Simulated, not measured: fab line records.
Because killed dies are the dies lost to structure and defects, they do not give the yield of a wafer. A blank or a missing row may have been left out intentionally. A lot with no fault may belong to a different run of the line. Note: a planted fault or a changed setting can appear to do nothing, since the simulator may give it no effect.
A struck lot beside a sound one	flow n5 finfet	14 out of 1938 route steps
Sound: the wafers L332.1, L332.3, L332.5. Struck: wafers L334.3, L334.4, L334.6. The cause is given at the end.
For every step that has rows: the tool of each side, followed by ch and its chambers, followed by its first start. Under that, the readings that differ: sound wafers	struck wafers	difference of the means	sigmas: that difference in standard deviations of wafers without a fault.
alike: same words and numbers on both sides, and readings whose means sit less than 2 such deviations apart. not compared: any withheld reading, any reading some wafer has no value for, any bound like >300 that may hide the same value, and any number with overlapping values for which the record gives no deviation.
The two part at a step that has a row with sigmas, a row that says differs or no value, or rows on one side only. Non-overlapping numbers with no deviation appear without sigmas and do not part them. A reading that every wafer of one side lacks parts them only if that side has two wafers or more.

N5_MOL_CONTACT_COAG_ALD_27: deposits SiOC, target thk 17 nm, pulse time 1.5 s, time 2720 s.
  sound on ald sin-04 ch 0,2,3, day 5 02:41; struck on ald sin-01 ch 1,2, day 5 19:16
  alike: heater power w, precursor pulse height rel
N5_MOL_CONTACT_COAG_CMP_28: polishes, stops on SiNx, t overpolish 0.85 s, target thk 14.522 nm.
  sound on cmp-02 ch 0,1,2, day 5 04:20; struck on cmp-03 ch 0,1,3, day 5 20:55
  alike: head pressure psi, motor current A, platen rpm, time to endpoint s
N5_MOL_CONTACT_COAG_THK_MEAS_29:
  struck on film metro-01, day 5 21:08; sound on film metro-01, day 5 04:33
  alike: MD_CAP_THK
N5_MOL_CONTACT_COAG_ALD_123: deposits SiNx, target thk 5 nm, pulse time 1 s, purge time 2 s.
  sound on ald sin-04 ch 0,1,2, day 5 04:35; struck on ald sin-04 ch 1,2, day 5 21:10
  alike: heater power w, precursor pulse height rel
then, 8 steps without rows for these wafers: N5_MOL_CONTACT_COAG_PECVD_31 (deposits SiO2 from TEOS/O2, target thk 46 nm, time 8.9 s); N5_MOL_CONTACT_COAG_COAT_75 (time 60 s, resist thk 60 nm); N5_MOL_CONTACT_COAG_COAT_76 (time 60 s, resist thk 10 nm); N5_MOL_CONTACT_COAG_COAT_77 (time 60 s, resist thk 10 nm); N5_MOL_CONTACT_COAG_COAT_78 (resist thk 40 nm); N5_MOL_CONTACT_COAG_EBR_80; N5_MOL_CONTACT_COAG_SOFTBAKE_79 (time 60 s); N5_MOL_CONTACT_COAG_EXPOSE_81 (exposes mask VG, defocus 0 nm).
N5_MOL_CONTACT_COAG_PEB_82: peb time 60 s.
  struck on litho track-02, day 5 22:04; sound on litho track-02 ch 0, day 5 05:22
  no value came back on the struck wafers for chill plate temp C (C), exhaust pa (Pa), peb time s (s); on the sound wafers chill plate temp C (C) reads 23.04 22.94 23.00
then, 1 step without rows for these wafers: N5_MOL_CONTACT_COAG_DEVELOP_83 (develop time 30 s).

## WHERE THEY PART
Only at N5_MOL_CONTACT_COAG_PEB_82, within this record.

WHY: what had been put in by the simulator
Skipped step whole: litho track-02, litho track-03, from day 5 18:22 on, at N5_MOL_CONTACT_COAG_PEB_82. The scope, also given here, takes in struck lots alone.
